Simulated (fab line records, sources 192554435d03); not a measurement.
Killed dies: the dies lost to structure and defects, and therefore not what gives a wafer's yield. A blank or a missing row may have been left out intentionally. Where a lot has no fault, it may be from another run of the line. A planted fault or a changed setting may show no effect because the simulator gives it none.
Which tool did it? / flow n5_finfet / 9 lots, 27 wafers sampled, at 5 steps of a route of 1938

== WHAT EACH GAUGE READ, for each wafer ==
N5_HKMG_FIN_OVL_MEAS_50.
lot=L144; measured=day 3 22:07; on=overlay-02; NDIPOLE_OVL (nm)=-0.1 -0.2 -0.3
lot=L145; measured=day 4 03:56; on=overlay-01; NDIPOLE_OVL (nm)=-1.7 0.0 0.1
lot=L151; measured=day 5 18:08; on=overlay-02; NDIPOLE_OVL (nm)=0.5 -0.1 -0.5
lot=L152; measured=day 6 04:37; on=overlay-02; NDIPOLE_OVL (nm)=-0.1 0.0 0.3
lot=L158; measured=day 7 11:34; on=overlay-01; NDIPOLE_OVL (nm)=0.1 -0.1 0.4
lot=L160; measured=day 7 22:24; on=overlay-02; NDIPOLE_OVL (nm)=-0.5 -0.7 -0.7
lot=L162; measured=day 8 09:53; on=overlay-02; NDIPOLE_OVL (nm)=0.4 0.1 0.1
lot=L164; measured=day 8 23:22; on=overlay-01; NDIPOLE_OVL (nm)=0.5 1.1 0.1
lot=L166; measured=day 9 12:35; on=overlay-01; NDIPOLE_OVL (nm)=0.4 -0.2 0.2

N5_HKMG_FIN_INSPECT_61: inspects for defects (macro).
lot=L144; measured=day 3 22:08; on=defect_inspect-01; raw_defect_count=0 6 0
lot=L145; measured=day 4 03:58; on=defect_inspect-02; raw_defect_count=0 4 4
lot=L151; measured=day 5 18:09; on=defect_inspect-01; raw_defect_count=1 2 3
lot=L152; measured=day 6 04:38; on=defect_inspect-01; raw_defect_count=2 3 3
lot=L158; measured=day 7 11:35; on=defect_inspect-02; raw_defect_count=0 4 1
lot=L160; measured=day 7 22:26; on=defect_inspect-02; raw_defect_count=1 1 2
lot=L162; measured=day 8 09:54; on=defect_inspect-01; raw_defect_count=3 4 1
lot=L164; measured=day 8 23:24; on=defect_inspect-01; raw_defect_count=2 2 1
lot=L166; measured=day 9 12:37; on=defect_inspect-02; raw_defect_count=1 5 5

N5_BEOL_M4_RC_MEAS_101.
lot=L144; measured=day 7 20:49; on=prober-02; DIBL_N (mV/V)=35.6 36.6 35.5; DIBL_P (mV/V)=35.4 36.4 35.4; IOFF_N (nA/um)=0.143 0.167 0.149; IOFF_N_85C (nA/um)=2.9 3.3 3.0; IOFF_N_LIN (nA/um)=0.067 0.075 0.069; IOFF_N_LONG (nA/um)=5.37e-05 5.38e-05 5.38e-05; IOFF_P (nA/um)=0.19 0.20 0.19; ION_N (uA/um)=663 665 674; ION_P (uA/um)=459 450 461; SS_N (mV/dec)=71.8 72.1 71.7; SS_P (mV/dec)=73.3 73.2 72.7; VT_N (mV)=252.3 249.5 251.7; VT_N_LONG (mV)=274.0 275.0 274.6; VT_P (mV)=-255 -253 -255
lot=L145; measured=day 7 23:18; on=prober-01; DIBL_N (mV/V)=35.0 37.3 36.1; DIBL_P (mV/V)=35.9 38.7 37.2; IOFF_N (nA/um)=0.143 0.184 0.163; IOFF_N_85C (nA/um)=2.9 3.5 3.2; IOFF_N_LIN (nA/um)=0.068 0.084 0.074; IOFF_N_LONG (nA/um)=5.79e-05 5.8e-05 5.81e-05; IOFF_P (nA/um)=0.21 0.26 0.23; ION_N (uA/um)=657 680 663; ION_P (uA/um)=457 468 460; SS_N (mV/dec)=71.2 71.9 72.0; SS_P (mV/dec)=73.6 74.2 73.8; VT_N (mV)=253.3 247.2 250.5; VT_N_LONG (mV)=274.9 275.9 273.0; VT_P (mV)=-248 -245 -249
lot=L151; measured=day 9 18:59; on=prober-01; DIBL_N (mV/V)=36.0 37.8 37.8; DIBL_P (mV/V)=35.8 37.9 37.7; IOFF_N (nA/um)=0.153 0.184 0.179; IOFF_N_85C (nA/um)=3.0 3.5 3.4; IOFF_N_LIN (nA/um)=0.071 0.082 0.083; IOFF_N_LONG (nA/um)=5.51e-05 5.52e-05 5.57e-05; IOFF_P (nA/um)=0.19 0.22 0.21; ION_N (uA/um)=673 667 684; ION_P (uA/um)=455 450 457; SS_N (mV/dec)=72.0 72.8 72.0; SS_P (mV/dec)=73.9 73.8 73.6; VT_N (mV)=249.3 247.4 245.8; VT_N_LONG (mV)=276.3 276.0 275.4; VT_P (mV)=-253 -251 -253
lot=L152; measured=day 9 21:07; on=prober-01; DIBL_N (mV/V)=36.0 35.8 36.5; DIBL_P (mV/V)=37.5 37.3 37.8; IOFF_N (nA/um)=0.176 0.174 0.187; IOFF_N_85C (nA/um)=3.3 3.3 3.5; IOFF_N_LIN (nA/um)=0.081 0.082 0.085; IOFF_N_LONG (nA/um)=5.58e-05 5.61e-05 5.57e-05; IOFF_P (nA/um)=0.25 0.25 0.27; ION_N (uA/um)=676 672 679; ION_P (uA/um)=468 469 469; SS_N (mV/dec)=71.8 71.7 73.1; SS_P (mV/dec)=74.1 74.3 73.4; VT_N (mV)=248.6 246.6 249.4; VT_N_LONG (mV)=276.6 273.6 274.5; VT_P (mV)=-244 -248 -246
lot=L158; measured=day 11 18:47; on=prober-02; DIBL_N (mV/V)=36.8 38.4 37.9; DIBL_P (mV/V)=37.7 39.3 38.4; IOFF_N (nA/um)=0.448 0.432 0.350; IOFF_N_85C (nA/um)=7.3 7.1 6.0; IOFF_N_LIN (nA/um)=0.210 0.194 0.160; IOFF_N_LONG (nA/um)=0.0001244 0.0001057 9.48e-05; IOFF_P (nA/um)=0.23 0.27 0.25; ION_N (uA/um)=678 680 677; ION_P (uA/um)=463 470 468; SS_N (mV/dec)=71.1 71.7 71.4; SS_P (mV/dec)=74.2 73.5 73.5; VT_N (mV)=221.8 226.5 230.5; VT_N_LONG (mV)=247.2 254.6 256.9; VT_P (mV)=-249 -246 -249
lot=L160; measured=day 12 08:54; on=prober-02; DIBL_N (mV/V)=38.2 35.8 35.6; DIBL_P (mV/V)=39.0 36.5 35.4; IOFF_N (nA/um)=0.551 0.364 0.409; IOFF_N_85C (nA/um)=8.8 6.1 6.8; IOFF_N_LIN (nA/um)=0.244 0.166 0.191; IOFF_N_LONG (nA/um)=0.0001256 0.0001072 0.0001309; IOFF_P (nA/um)=0.26 0.21 0.19; ION_N (uA/um)=683 662 678; ION_P (uA/um)=470 454 460; SS_N (mV/dec)=71.1 71.4 71.3; SS_P (mV/dec)=73.4 72.9 73.3; VT_N (mV)=217.3 225.2 221.8; VT_N_LONG (mV)=248.8 253.6 245.4; VT_P (mV)=-246 -249 -252
lot=L162; measured=day 12 16:38; on=prober-01; DIBL_N (mV/V)=37.0 38.6 38.9; DIBL_P (mV/V)=38.6 40.0 39.9; IOFF_N (nA/um)=0.158 0.175 0.186; IOFF_N_85C (nA/um)=3.1 3.4 3.6; IOFF_N_LIN (nA/um)=0.076 0.081 0.086; IOFF_N_LONG (nA/um)=5.16e-05 5.15e-05 5.25e-05; IOFF_P (nA/um)=0.21 0.22 0.23; ION_N (uA/um)=673 676 676; ION_P (uA/um)=466 457 459; SS_N (mV/dec)=71.4 72.2 72.4; SS_P (mV/dec)=73.5 73.9 74.1; VT_N (mV)=249.6 251.9 250.7; VT_N_LONG (mV)=278.0 275.2 276.1; VT_P (mV)=-250 -253 -251
lot=L164; measured=day 12 18:17; on=prober-02; DIBL_N (mV/V)=37.8 35.1 34.4; DIBL_P (mV/V)=39.6 36.1 35.9; IOFF_N (nA/um)=0.191 0.142 0.128; IOFF_N_85C (nA/um)=3.7 2.8 2.6; IOFF_N_LIN (nA/um)=0.086 0.067 0.062; IOFF_N_LONG (nA/um)=5.2e-05 5.1e-05 5.09e-05; IOFF_P (nA/um)=0.22 0.17 0.17; ION_N (uA/um)=679 671 656; ION_P (uA/um)=457 448 454; SS_N (mV/dec)=71.9 71.0 70.8; SS_P (mV/dec)=74.2 73.7 73.8; VT_N (mV)=247.5 251.1 255.7; VT_N_LONG (mV)=278.0 276.6 276.8; VT_P (mV)=-252 -258 -254
lot=L166; measured=day 13 21:52; on=prober-02; DIBL_N (mV/V)=37.4 35.0 37.4; DIBL_P (mV/V)=36.8 33.4 36.2; IOFF_N (nA/um)=0.154 0.117 0.156; IOFF_N_85C (nA/um)=3.1 2.4 3.1; IOFF_N_LIN (nA/um)=0.071 0.056 0.070; IOFF_N_LONG (nA/um)=5.35e-05 5.44e-05 5.33e-05; IOFF_P (nA/um)=0.21 0.16 0.20; ION_N (uA/um)=669 668 664; ION_P (uA/um)=464 456 455; SS_N (mV/dec)=71.8 71.4 71.9; SS_P (mV/dec)=73.0 72.8 73.4; VT_N (mV)=251.2 254.7 252.8; VT_N_LONG (mV)=275.3 274.8 276.1; VT_P (mV)=-249 -253 -249

== TOOL THAT RAN EACH LOT (tool first, then ch and the chambers of the sampled wafers, then the start) ==
lot=L144; N5_HKMG_FIN_ETCH_55=rie_diel-05 ch 0,1,3, day 3 22:52; N5_HKMG_FIN_ETCH_58=rie_diel-05 ch 0,1,3, day 3 23:04
lot=L145; N5_HKMG_FIN_ETCH_55=rie_diel-03 ch 0,2, day 4 04:05; N5_HKMG_FIN_ETCH_58=rie_diel-03 ch 0,2, day 4 04:17
lot=L151; N5_HKMG_FIN_ETCH_55=rie_diel-03 ch 0,1,2, day 5 18:17; N5_HKMG_FIN_ETCH_58=rie_diel-03 ch 0,1,2, day 5 18:29
lot=L152; N5_HKMG_FIN_ETCH_55=rie_diel-05 ch 1,2, day 6 04:46; N5_HKMG_FIN_ETCH_58=rie_diel-05 ch 1,2, day 6 04:59
lot=L158; N5_HKMG_FIN_ETCH_55=rie_diel-03 ch 0,1,3, day 7 11:43; N5_HKMG_FIN_ETCH_58=rie_diel-03 ch 0,1,3, day 7 11:56
lot=L160; N5_HKMG_FIN_ETCH_55=rie_diel-03 ch 0,3, day 7 22:50; N5_HKMG_FIN_ETCH_58=rie_diel-03 ch 0,3, day 7 23:02
lot=L162; N5_HKMG_FIN_ETCH_55=rie_diel-05 ch 0,2,3, day 8 10:02; N5_HKMG_FIN_ETCH_58=rie_diel-05 ch 0,2,3, day 8 10:14
lot=L164; N5_HKMG_FIN_ETCH_55=rie_diel-05 ch 2,3, day 8 23:34; N5_HKMG_FIN_ETCH_58=rie_diel-05 ch 2,3, day 8 23:53
lot=L166; N5_HKMG_FIN_ETCH_55=rie_diel-04 ch 1,3, day 9 13:01; N5_HKMG_FIN_ETCH_58=rie_diel-04 ch 1,3, day 9 13:14
- N5_HKMG_FIN_ETCH_55: etches SOC in N2/H2, target depth 240 nm, time 300 s.
- N5_HKMG_FIN_ETCH_58: etches SOC in N2/H2, target depth 215.8 nm, time 741 s.

== AS READ BY THE TOOLS THEMSELVES (means over the sampled wafers that have a number; for cases with no such wafer, the mark the record gives instead) ==
N5_HKMG_FIN_ETCH_55.
lot=L144; tool=rie_diel-05; drypump_motor_current_A (A)=6.2; oes_product_au (a.u.)=0.78; rf_vpp_V (V)=523.9; run_length_s (s)=323.5; showerhead_plenum_p_Torr (Torr)=2.55; throttle_valve_pct (%)=18.0
lot=L145; tool=rie_diel-03; drypump_motor_current_A (A)=5.6; oes_product_au (a.u.)=0.78; rf_vpp_V (V)=525.9; run_length_s (s)=322.9; showerhead_plenum_p_Torr (Torr)=2.62; throttle_valve_pct (%)=18.2
lot=L151; tool=rie_diel-03; drypump_motor_current_A (A)=5.9; oes_product_au (a.u.)=0.75; rf_vpp_V (V)=524.5; run_length_s (s)=323.2; showerhead_plenum_p_Torr (Torr)=2.58; throttle_valve_pct (%)=18.2
lot=L152; tool=rie_diel-05; drypump_motor_current_A (A)=6.3; oes_product_au (a.u.)=0.79; rf_vpp_V (V)=522.2; run_length_s (s)=322.6; showerhead_plenum_p_Torr (Torr)=2.49; throttle_valve_pct (%)=17.8
lot=L158; tool=rie_diel-03; drypump_motor_current_A (A)=6.2; oes_product_au (a.u.)=0.88; rf_vpp_V (V)=523.8; run_length_s (s)=323.5; showerhead_plenum_p_Torr (Torr)=2.55; throttle_valve_pct (%)=17.9
lot=L160; tool=rie_diel-03; drypump_motor_current_A (A)=6.1; oes_product_au (a.u.)=0.83; rf_vpp_V (V)=525.3; run_length_s (s)=323.4; showerhead_plenum_p_Torr (Torr)=2.57; throttle_valve_pct (%)=17.8
lot=L162; tool=rie_diel-05; drypump_motor_current_A (A)=6.2; oes_product_au (a.u.)=0.79; rf_vpp_V (V)=523.0; run_length_s (s)=323.1; showerhead_plenum_p_Torr (Torr)=2.52; throttle_valve_pct (%)=17.9
lot=L164; tool=rie_diel-05; drypump_motor_current_A (A)=6.2; oes_product_au (a.u.)=0.74; rf_vpp_V (V)=524.1; run_length_s (s)=323.3; showerhead_plenum_p_Torr (Torr)=2.57; throttle_valve_pct (%)=18.1
lot=L166; tool=rie_diel-04; drypump_motor_current_A (A)=6.2; oes_product_au (a.u.)=0.89; rf_vpp_V (V)=526.8; run_length_s (s)=323.3; showerhead_plenum_p_Torr (Torr)=2.65; throttle_valve_pct (%)=17.8

N5_HKMG_FIN_ETCH_58.
lot=L144; tool=rie_diel-05; drypump_motor_current_A (A)=6.2; oes_product_au (a.u.)=0.78; rf_vpp_V (V)=99.6; run_length_s (s)=764.4; showerhead_plenum_p_Torr (Torr)=2.55; throttle_valve_pct (%)=18.0
lot=L145; tool=rie_diel-03; drypump_motor_current_A (A)=5.6; oes_product_au (a.u.)=0.78; rf_vpp_V (V)=99.8; run_length_s (s)=764.2; showerhead_plenum_p_Torr (Torr)=2.62; throttle_valve_pct (%)=18.2
lot=L151; tool=rie_diel-03; drypump_motor_current_A (A)=5.9; oes_product_au (a.u.)=0.76; rf_vpp_V (V)=99.0; run_length_s (s)=764.5; showerhead_plenum_p_Torr (Torr)=2.58; throttle_valve_pct (%)=18.2
lot=L152; tool=rie_diel-05; drypump_motor_current_A (A)=6.3; oes_product_au (a.u.)=0.79; rf_vpp_V (V)=98.0; run_length_s (s)=763.8; showerhead_plenum_p_Torr (Torr)=2.49; throttle_valve_pct (%)=17.7
lot=L158; tool=rie_diel-03; drypump_motor_current_A (A)=6.2; oes_product_au (a.u.)=0.87; rf_vpp_V (V)=99.2; run_length_s (s)=636.3; showerhead_plenum_p_Torr (Torr)=2.55; throttle_valve_pct (%)=17.8
lot=L160; tool=rie_diel-03; drypump_motor_current_A (A)=6.2; oes_product_au (a.u.)=0.82; rf_vpp_V (V)=99.1; run_length_s (s)=636.5; showerhead_plenum_p_Torr (Torr)=2.57; throttle_valve_pct (%)=17.8
lot=L162; tool=rie_diel-05; drypump_motor_current_A (A)=6.2; oes_product_au (a.u.)=0.78; rf_vpp_V (V)=99.6; run_length_s (s)=764.3; showerhead_plenum_p_Torr (Torr)=2.52; throttle_valve_pct (%)=17.8
lot=L164; tool=rie_diel-05; drypump_motor_current_A (A)=6.2; oes_product_au (a.u.)=0.74; rf_vpp_V (V)=99.2; run_length_s (s)=764.6; showerhead_plenum_p_Torr (Torr)=2.57; throttle_valve_pct (%)=18.0
lot=L166; tool=rie_diel-04; drypump_motor_current_A (A)=6.2; oes_product_au (a.u.)=0.89; rf_vpp_V (V)=99.7; run_length_s (s)=764.1; showerhead_plenum_p_Torr (Torr)=2.65; throttle_valve_pct (%)=17.8

== THE ANSWER, worked out from the rows above alone ==
Rule: the usual values come from the lots themselves. Put in order of their means at a reading, lots are off if they are a third of the lots or fewer, leave a main group of 4 or more, and stand apart from it by a gap of 3 or more times the standard deviation of the main group's means; of several such gaps the widest counts. Not used: any main group whose means are identical at the precision the tables above print for the reading. A lot without any number at a reading at which 4 lots or more have one is off too. The other lots that the step has rows for count as sound. After the gauges, taken in route order, come the tools' own readings; for these a lot's mean is taken, as printed above. At the first step where some lot is off, the reading lying furthest off is the one used; lots without a number count as furthest.
Off: at N5_BEOL_M4_RC_MEAS_101 (VT_N_LONG), L158, L160. The main group: mean 275.6 mV, standard deviation 0.91.
A tool fits if, at a process step before that reading, it ran every lot that is off, and no sound lot after the first of them. Not tried: the gauges at N5_BEOL_M4_RC_MEAS_101; whatever is off there is also off at N5_HKMG_FIN_ETCH_58, on other tools, and gauge error can't account for it. One candidate fits, namely rie_diel-03 at N5_HKMG_FIN_ETCH_55 and N5_HKMG_FIN_ETCH_58. At N5_HKMG_FIN_ETCH_55 its last sound lot is L151 (day 5 18:17), its first lot that is off L158 (day 7 11:43): a fault that began between those two fits.

== WHAT HAD BEEN PUT IN BY THE SIMULATOR ==
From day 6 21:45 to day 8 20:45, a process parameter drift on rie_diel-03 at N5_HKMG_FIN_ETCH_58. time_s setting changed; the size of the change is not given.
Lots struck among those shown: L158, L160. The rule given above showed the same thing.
